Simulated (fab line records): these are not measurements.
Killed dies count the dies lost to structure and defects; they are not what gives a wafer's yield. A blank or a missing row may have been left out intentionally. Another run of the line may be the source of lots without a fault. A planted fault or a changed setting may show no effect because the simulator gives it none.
Comparing a struck lot with a sound one	flow nand_harc	14 steps out of a route of 1302
Sound: wafers L178.4, L178.5, L178.6. Struck: wafer L186.5. (L186.4, L186.6 of the same lot were not struck and are left out.) The cause comes at the end.
Each step with rows lists, per side, the tool, then ch with its chambers, then its first start. Under that, the readings that differ: sound wafers	struck wafers	difference of the means	sigmas: that difference in standard deviations of wafers without a fault.
alike: words and numbers the same on both sides, and readings whose means are apart by under 2 such deviations; not compared: readings that were withheld, readings missing a value for some wafer, numbers with overlapping values and no deviation given by the record, and bounds like >300 which may hide the same value.
Wherever a step has rows on one side only, a row that says differs or no value, or a row with sigmas, the two part there. Non-overlapping numbers with no deviation appear without sigmas and do not part them. A reading missing from all wafers of one side parts the sides only when that side holds two or more wafers.

NHARC_A_CHANNEL_FILL_D2_ALD_15: deposits SiNx, target thk 2 nm, pulse time 60 s, ald cycles 19.
  sound on ald_sin_batch-02 ch 0; struck on ald_sin_batch-03 ch 0
  alike: precursor_pulse_height_rel
  not compared: ald_cycles
NHARC_A_CHANNEL_FILL_D2_ALD_16: deposits SiO2, target thk 1.5 nm, pulse time 10 s, ald cycles 15.
  sound on ald_hk-01 ch 2,3, day 14 12:16; struck on ald_hk-01 ch 0, day 17 09:30
reading	sound	struck	difference	sigmas
precursor_pulse_height_rel	1.022 0.949 0.989	1.035	+0.048	+2
  alike: heater_power_outer_w, heater_power_w
  not compared: ald_cycles
then, 2 steps without rows for these wafers: NHARC_A_CHANNEL_FILL_D2_ANNEAL_17 (time 1800 s); NHARC_A_CHANNEL_FILL_D2_CVD_18 (deposits poly-Si, target thk 3 nm).
NHARC_A_CHANNEL_FILL_D2_ETCHBACK_19: etches the open film in HBr/Cl2, target depth 5 nm, time 1.7 s.
  sound on rie_si-06 ch 0,1, day 15 01:34; struck on rie_si-02 ch 2, day 18 00:14
  alike: drypump_motor_current_A, he_backside_leak_sccm, oes_product_au, throttle_valve_pct
  not compared: rf_hours_counter_h
then, 1 step without rows for these wafers: NHARC_A_CHANNEL_FILL_D2_ETCHBACK_20 (etches the open film in C4F8/O2/Ar, target depth 27 nm, time 13.5 s).
NHARC_A_CHANNEL_FILL_D2_STRIP_28: strips in O2, time 20 s.
  sound on rie_diel-08 ch 0,1, day 15 01:46; struck on rie_diel-08 ch 3, day 18 00:26
reading	sound	struck	difference	sigmas
drypump_motor_current_A (A)	5.3 5.3 5.5	6.5	+1.1	+3
  alike: oes_product_au, rf_vpp_V, showerhead_plenum_p_Torr, throttle_valve_pct
  not compared: rf_hours_counter_h
then, 4 steps without rows for these wafers: NHARC_A_CHANNEL_FILL_D2_PRECLEAN_21 (cleans in dHF, time 30 s); NHARC_A_CHANNEL_FILL_D2_SRD_23; NHARC_A_CHANNEL_FILL_D2_CVD_05 (deposits poly-Si, target thk 5 nm); NHARC_A_CHANNEL_FILL_D2_ANNEAL_22 (time 7200 s).
NHARC_A_CHANNEL_FILL_D2_ALD_25: deposits SiOx, target thk 60 nm, pulse time 10 s, ald cycles 600.
  sound on ald_hk-01 ch 0,1,2, day 15 18:27; struck on ald_hk-01 ch 3, day 18 14:50
reading	sound	struck	difference	sigmas
ald_cycles	600 600 600	883	+283	
  alike: heater_power_outer_w, heater_power_w, precursor_pulse_height_rel
NHARC_A_CHANNEL_FILL_D2_ETCHBACK_08: etches the open film in C4F8, target depth 220 nm, time 110 s.
  sound on rie_diel-11 ch 0,1; struck on rie_diel-08 ch 3
reading	sound	struck	difference	sigmas
oes_product_au (a.u.)	1.00 1.01 1.01	0.92	-0.09	-2
  alike: rf_vpp_V
  not compared: rf_hours_counter_h
-- record jumps: 9 days between struck wafers' starts before vs after; left off in module A_CHANNEL_FILL_D2, resumes in module END, first step shown is number 1302 of the route --
NHARC_END_SORT_01:
  sound on prober-01 ch 0, day 24 21:06; struck on prober-01 ch 0, day 27 19:49
  alike: killed_at_array, killed_at_other, killed_at_periphery, killed_dies, killed_open, killed_short

== WHERE THEY PART ==
At NHARC_A_CHANNEL_FILL_D2_ALD_16 first; at NHARC_A_CHANNEL_FILL_D2_ETCHBACK_08 last (within this record only). Later steps at which nothing parts them and some readings are alike: NHARC_END_SORT_01.

WHY: the cause the simulator had injected
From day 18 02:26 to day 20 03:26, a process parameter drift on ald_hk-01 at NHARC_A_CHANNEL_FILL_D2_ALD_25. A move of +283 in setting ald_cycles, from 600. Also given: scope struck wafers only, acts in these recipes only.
